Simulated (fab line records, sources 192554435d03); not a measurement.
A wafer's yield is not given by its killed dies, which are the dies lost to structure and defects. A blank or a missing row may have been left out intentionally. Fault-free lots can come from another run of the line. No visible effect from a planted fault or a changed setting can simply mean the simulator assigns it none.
fab line records ; flow n5Finfet
record lots=7; wafers=19; lastDay=19
route steps=1938 shown BEOL_M7@1317
lots with no fault: from the same line, run without faults
startH: start of the lot's first displayed wafer, in hours after the record's first day ; waitH: hours since the lot's step before ; " identical to the entry in the row above ; L1.1+2: several wafers, shown together as one row ; - no value, or no start given ; * or withheld: withheld ; < > ~ a bound
route shown NAME@n: names a module that has steps shown in the file, with the first one's number in the route ; usual: mean/standard deviation taken from wafers without a fault ; same: alike in all rows ; chamber/n: place in a boat ; sites: each site's reading ; _std_site: the standard deviation of these ; _edge_site: inner sites' mean taken away from outer sites' mean ; radiusMm: how far each site lies from the wafer's centre ; mask NAME#n: copy n ; behind: tool/chamber where the wafer was last shaped ; hold: what put the lot on hold/how long, in hours/how the hold closed ; device: names the non-switching transistor (n, p or np) ; end of line: the same wafers' tests at the end of the route ; step lacking rows: just its recipe ; killed: dies that structure and defects cost at the first sort, which is not the same as the wafer's yield ; map: a wafer's dies, x killed, . not, _ none there
set.NAME: the setting that was run; set.NAME@STEP: the one run at that earlier step ; model.NAME: the simulator's own value behind a step, which no gauge read
lots at selected steps of the route; one table per step, one row per wafer
services: a tool's chamber out of use, with start hour (startH, from the record's first day; less than 0 if before it), hours out, and reason
## steps
# step N5_BEOL_M7_CURE_75
# recipe tempC=370; timeS=120; ambient=DMADMS/He; material=SiCOH_lowk
# usual lampPowerPct=52.31/0.051; wafer_temp_C_max=371.9/0.5
lot.wafer;tool;chamber;startH;waitH;lampPowerPct;wafer_temp_C_max
L810.1;uvCure-02;0;253.59;0.0;52.30;372.3
L810.3;uvCure-02;0;253.59;0.0;52.37;372.0
L810.5;uvCure-02;0;253.59;0.0;52.35;372.2
L813.1;uvCure-02;2;263.97;0.0;52.26;371.7
L813.2;uvCure-02;2;263.97;0.0;52.41;371.2
L812.1;uvCure-01;1;266.15;0.0;52.38;371.7
L812.4;uvCure-01;1;266.15;0.0;52.37;371.5
L820.1;uvCure-03;2;319.58;0.0;52.26;371.8
L820.3;uvCure-03;2;319.58;0.0;52.28;371.8
L820.6;uvCure-03;2;319.58;0.0;52.33;372.0
L821.1;uvCure-03;2;342.82;0.0;52.38;371.6
L821.5;uvCure-03;2;342.82;0.0;52.30;371.5
L821.6;uvCure-03;2;342.82;0.0;52.36;371.3
L825.4;uvCure-01;2;370.14;0.2;52.21;372.7
L825.5;uvCure-01;2;370.14;0.2;52.27;372.4
L825.6;uvCure-01;2;370.14;0.2;52.36;373.0
L828.2;uvCure-03;1;373.20;0.3;52.31;373.1
L828.3;uvCure-03;1;373.20;0.3;52.31;371.7
L828.4;uvCure-03;1;373.20;0.3;52.32;371.9
# step N5_BEOL_M7_DEGAS_44
# recipe ambient=vacuum; tempC=250; timeS=60
# usual heaterPowerW=333/49
lot.wafer;tool;chamber;startH;waitH;heaterPowerW
L810.1;pvdSputter-03;-;253.92;0.3;387
L810.3;pvdSputter-03;-;253.92;0.3;303
L810.5;pvdSputter-03;-;253.92;0.3;303
L813.1;pvdSputter-02;-;265.35;1.3;328
L813.2;pvdSputter-02;-;265.35;1.3;335
L812.1;pvdSputter-02;-;266.55;0.3;333
L812.4;pvdSputter-02;-;266.55;0.3;418
L820.1;pvdSputter-01;-;320.28;0.6;341
L820.3;pvdSputter-01;-;320.28;0.6;364
L820.6;pvdSputter-01;-;320.28;0.6;219
L821.1;pvdSputter-03;-;343.15;0.3;292
L821.5;pvdSputter-03;-;343.15;0.3;382
L821.6;pvdSputter-03;-;343.15;0.3;295
L825.4;pvdSputter-02;-;370.50;0.3;350
L825.5;pvdSputter-02;-;370.50;0.3;368
L825.6;pvdSputter-02;-;370.50;0.3;333
L828.2;pvdSputter-01;-;373.57;0.3;345
L828.3;pvdSputter-01;-;373.57;0.3;219
L828.4;pvdSputter-01;-;373.57;0.3;356
# step N5_BEOL_M7_PRE_CLEAN_45
# recipe gas=H2/He; timeS=30; tempC=250
# usual heaterPowerW=333/49
lot.wafer;tool;chamber;startH;waitH;heaterPowerW
L810.1;pvdSputter-03;-;253.96;0.0;383
L810.3;pvdSputter-03;-;253.96;0.0;299
L810.5;pvdSputter-03;-;253.96;0.0;299
L813.1;pvdSputter-02;-;265.39;0.0;326
L813.2;pvdSputter-02;-;265.39;0.0;346
L812.1;pvdSputter-02;-;266.59;0.0;320
L812.4;pvdSputter-02;-;266.59;0.0;415
L820.1;pvdSputter-01;-;320.32;0.0;341
L820.3;pvdSputter-01;-;320.32;0.0;365
L820.6;pvdSputter-01;-;320.32;0.0;226
L821.1;pvdSputter-03;-;343.19;0.0;288
L821.5;pvdSputter-03;-;343.19;0.0;380
L821.6;pvdSputter-03;-;343.19;0.0;298
L825.4;pvdSputter-02;-;370.58;0.0;344
L825.5;pvdSputter-02;-;370.58;0.0;367
L825.6;pvdSputter-02;-;370.58;0.0;335
L828.2;pvdSputter-01;-;373.61;0.0;354
L828.3;pvdSputter-01;-;373.61;0.0;223
L828.4;pvdSputter-01;-;373.61;0.0;361
# step N5_BEOL_M7_ALD_77
# recipe material=TaN; targetThkA=20; tempC=275; aldPrecursorFamily=PDMAT; aldCoReactant=NH3; pressureTorr=3; carrierFlowSccm=1500; pulseTimeS=2; purgeTimeS=3; coReactantPurgeTimeS=2; coReactantPulseTimeS=3; aldCycles=40; precursorVesselTempC=75; precursorVesselPressureTorr=26.25; precursorVesselCarrierSccm=1000
# usual heaterPowerW=410/36
lot.wafer;tool;chamber;startH;waitH;heaterPowerW
L810.1;aldMetal-02;3;254.14;0.2;375
L810.3;aldMetal-02;0;254.14;0.2;415
L810.5;aldMetal-02;2;254.14;0.2;381
L813.1;aldMetal-02;1;265.68;0.3;410
L813.2;aldMetal-02;0;265.68;0.3;407
L812.1;aldMetal-03;3;266.65;0.0;428
L812.4;aldMetal-03;1;266.65;0.0;420
L820.1;aldMetal-01;1;320.38;0.0;357
L820.3;aldMetal-01;0;320.38;0.0;426
L820.6;aldMetal-01;0;320.38;0.0;426
L821.1;aldMetal-01;3;343.35;0.1;416
L821.5;aldMetal-01;1;343.35;0.1;360
L821.6;aldMetal-01;2;343.35;0.1;504
L825.4;aldMetal-03;1;370.75;0.1;419
L825.5;aldMetal-03;2;370.75;0.1;368
L825.6;aldMetal-03;3;370.75;0.1;420
L828.2;aldMetal-03;1;373.67;0.0;425
L828.3;aldMetal-03;3;373.67;0.0;434
L828.4;aldMetal-03;0;373.67;0.0;394
# step N5_BEOL_M7_SURFACE_TREAT_79
# recipe gas=Ar; timeS=*; ionEnergyEv=*; ionCurrentMaCm2=0.5; pressureMtorr=*; arFlowSccm=30
# usual throttleValvePct=*
lot.wafer;tool;chamber;startH;waitH;throttleValvePct
L810.1;pvdSputter-03;-;254.54;0.3;*
L810.3;pvdSputter-03;-;254.54;0.3;*
L810.5;pvdSputter-03;-;254.54;0.3;*
L813.1;pvdSputter-02;-;265.97;0.2;*
L813.2;pvdSputter-02;-;265.97;0.2;*
L812.1;pvdSputter-02;-;266.99;0.2;*
L812.4;pvdSputter-02;-;266.99;0.2;*
L820.1;pvdSputter-01;-;322.44;1.9;*
L820.3;pvdSputter-01;-;322.44;1.9;*
L820.6;pvdSputter-01;-;322.44;1.9;*
L821.1;pvdSputter-01;-;343.64;0.2;*
L821.5;pvdSputter-01;-;343.64;0.2;*
L821.6;pvdSputter-01;-;343.64;0.2;*
L825.4;pvdSputter-03;-;372.19;1.3;*
L825.5;pvdSputter-03;-;372.19;1.3;*
L825.6;pvdSputter-03;-;372.19;1.3;*
L828.2;pvdSputter-01;-;374.01;0.2;*
L828.3;pvdSputter-01;-;374.01;0.2;*
L828.4;pvdSputter-01;-;374.01;0.2;*
# step N5_BEOL_M7_CVD_78
# recipe material=Co; targetThkA=20; tempC=withheld; precursor=CCTBA/H2; pressureTorr=30; timeS=142.3
# step N5_BEOL_M7_SPUTTER_48
# recipe material=Cu; targetThkA=100; tempC=-20; biasV=60; powerW=26000; chamberPressurePa=0.13; timeS=1.667
# step N5_BEOL_M7_ECD_50
# recipe material=Cu; targetThkA=3000
# step N5_BEOL_M7_ANNEAL_51
# recipe tempC=225; timeS=90; ambient=N2
# step N5_BEOL_M7_CMP_52
# recipe stopOn=SiCOH_lowk; tOverpolishS=6.9; downForcePsi=1; platenRpm=50; clearingPlatenDownForcePsi=1.5; clearingPlatenRpm=50; postCmpClean=cuAlkaline; targetThkNm=80; clearingPlatenPadVelocityMS=0.99484; padVelocityMS=0.99484
# step N5_BEOL_M7_THK_MEAS_53
# recipe thkMeasGauge=xrf; reads=Cu_of_BEOL_M7_ECD_50
# usual M7_THK=79.4/2
lot.wafer;tool;chamber;startH;waitH;M7_THK[nm]
L810.1;filmMetro-02;-;256.87;-;79.5
L810.3;filmMetro-02;-;256.87;-;77.9
L810.5;filmMetro-02;-;256.87;-;80.1
L813.1;filmMetro-01;-;267.47;-;78.3
L813.2;filmMetro-01;-;267.47;-;78.3
L812.1;filmMetro-01;-;269.03;-;79.1
L812.4;filmMetro-01;-;269.03;-;80.1
L820.1;filmMetro-01;-;323.44;-;83.1
L820.3;filmMetro-01;-;323.44;-;81.6
L820.6;filmMetro-01;-;323.44;-;79.6
L821.1;filmMetro-02;-;344.66;-;78.9
L821.5;filmMetro-02;-;344.66;-;79.4
L821.6;filmMetro-02;-;344.66;-;78.2
L825.4;filmMetro-01;-;373.44;-;80.3
L825.5;filmMetro-01;-;373.44;-;83.4
L825.6;filmMetro-01;-;373.44;-;80.9
L828.2;filmMetro-01;-;375.05;-;77.4
L828.3;filmMetro-01;-;375.05;-;79.0
L828.4;filmMetro-01;-;375.05;-;77.5
# step N5_BEOL_M7_PRE_CLEAN_55
# recipe gas=NH3; timeS=15; tempC=withheld; rfPowerW=300
# step N5_BEOL_M7_DEP_56
# recipe material=SiCN; targetThkA=100; tempC=withheld; precursor=3MS/NH3; pressureTorr=3; rfW=202; timeS=17.5
# usual showerheadPlenumPTorr=3.666/0.0096; throttleValvePct=8.9/0.54
lot.wafer;tool;chamber;startH;waitH;showerheadPlenumPTorr;throttleValvePct;model.SiCN_of_BEOL_M7_DEP_56.thkNm
L810.1;pecvd-01;1;256.93;0.0;3.662;9.1;9.2
L810.3;pecvd-01;2;256.93;0.0;3.670;8.2;10
L810.5;pecvd-01;1;256.93;0.0;3.671;9.2;10
L813.1;pecvd-01;0;267.53;0.0;3.669;8.6;9.2
L813.2;pecvd-01;2;267.53;0.0;3.678;8.4;10
L812.1;pecvd-01;1;269.09;0.0;3.672;9.1;9.4
L812.4;pecvd-01;0;269.09;0.0;3.666;8.6;9.4
L820.1;pecvd-02;0;323.50;0.0;3.655;9.5;10
L820.3;pecvd-02;1;323.50;0.0;3.665;8.7;10
L820.6;pecvd-02;0;323.50;0.0;3.654;9.8;10
L821.1;pecvd-01;2;344.73;0.0;3.668;8.3;10
L821.5;pecvd-01;1;344.73;0.0;3.667;9.3;10.2
L821.6;pecvd-01;2;344.73;0.0;3.683;8.6;10.2
L825.4;pecvd-02;2;373.52;0.0;3.659;8.4;9.8
L825.5;pecvd-02;1;373.52;0.0;3.670;8.7;10.2
L825.6;pecvd-02;0;373.52;0.0;3.652;9.8;9.8
L828.2;pecvd-03;0;375.11;0.0;3.673;10.2;9.8
L828.3;pecvd-03;1;375.11;0.0;3.678;9.0;10.2
L828.4;pecvd-03;0;375.11;0.0;3.677;9.9;9.8
# step N5_BEOL_M7_RS_MEAS_57
# recipe thkMeasGauge=four-point-probe; reads=Cu_of_BEOL_M7_ECD_50+Co_of_BEOL_M7_CVD_78+TaN_of_BEOL_M7_ALD_77
# usual M7_RS=0.286/0.0079
lot.wafer;tool;chamber;startH;waitH;M7_RS[ohm/sq]
L810.1;filmMetro-02;-;257.00;0.1;0.289
L810.3;filmMetro-02;-;257.00;0.1;0.296
L810.5;filmMetro-02;-;257.00;0.1;0.286
L813.1;filmMetro-01;-;267.60;0.1;0.289
L813.2;filmMetro-01;-;267.60;0.1;0.287
L812.1;filmMetro-01;-;269.16;0.1;0.288
L812.4;filmMetro-01;-;269.16;0.1;0.282
L820.1;filmMetro-01;-;323.57;0.1;0.274
L820.3;filmMetro-01;-;323.57;0.1;0.278
L820.6;filmMetro-01;-;323.57;0.1;0.288
L821.1;filmMetro-02;-;344.79;0.1;0.287
L821.5;filmMetro-02;-;344.79;0.1;0.284
L821.6;filmMetro-02;-;344.79;0.1;0.290
L825.4;filmMetro-02;-;373.57;0.0;0.282
L825.5;filmMetro-02;-;373.57;0.0;0.269
L825.6;filmMetro-02;-;373.57;0.0;0.280
L828.2;filmMetro-01;-;375.18;0.1;0.294
L828.3;filmMetro-01;-;375.18;0.1;0.288
L828.4;filmMetro-01;-;375.18;0.1;0.294
## services
tool;chamber;startH;hours;kind
aldMetal-03;1;233.92;3.8;repair
pecvd-02;-;250.45;0.5;repair
uvCure-03;-;254.35;7.5;pm
pvdSputter-03;-;256.81;10.5;repair
aldMetal-02;3;260.21;36.9;repair
aldMetal-02;0;261.46;-;calibration
aldMetal-03;1;267.26;1.5;repair
uvCure-02;-;274.02;7.5;pm
uvCure-01;-;298.48;0.3;repair
pecvd-01;1;308.21;9.5;repair
pecvd-02;0;315.02;2.1;scheduledDown
pecvd-02;-;318.23;2.8;pm
aldMetal-02;3;335.93;17.4;repair
aldMetal-03;-;343.44;8.7;pm
aldMetal-01;-;367.65;14.6;pm
## key
firstSign none at tools or gauges
modelEffect step=N5_BEOL_M7_DEP_56; value=SiCN_of_BEOL_M7_DEP_56.thkNm; without=9.9; struck=9.3
metAt N5_BEOL_M7_DEP_56
struckWafers L810.1,L812.1,L812.4,L813.1
fault kind=processParameterDrift; tool=pecvd-01; chamber=-; onsetH=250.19; steps=N5_BEOL_M7_DEP_56; channel=timeS; offset=*; shape=step; endH=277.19; scope=struckWafersOnly; actsIn=*; stated=*
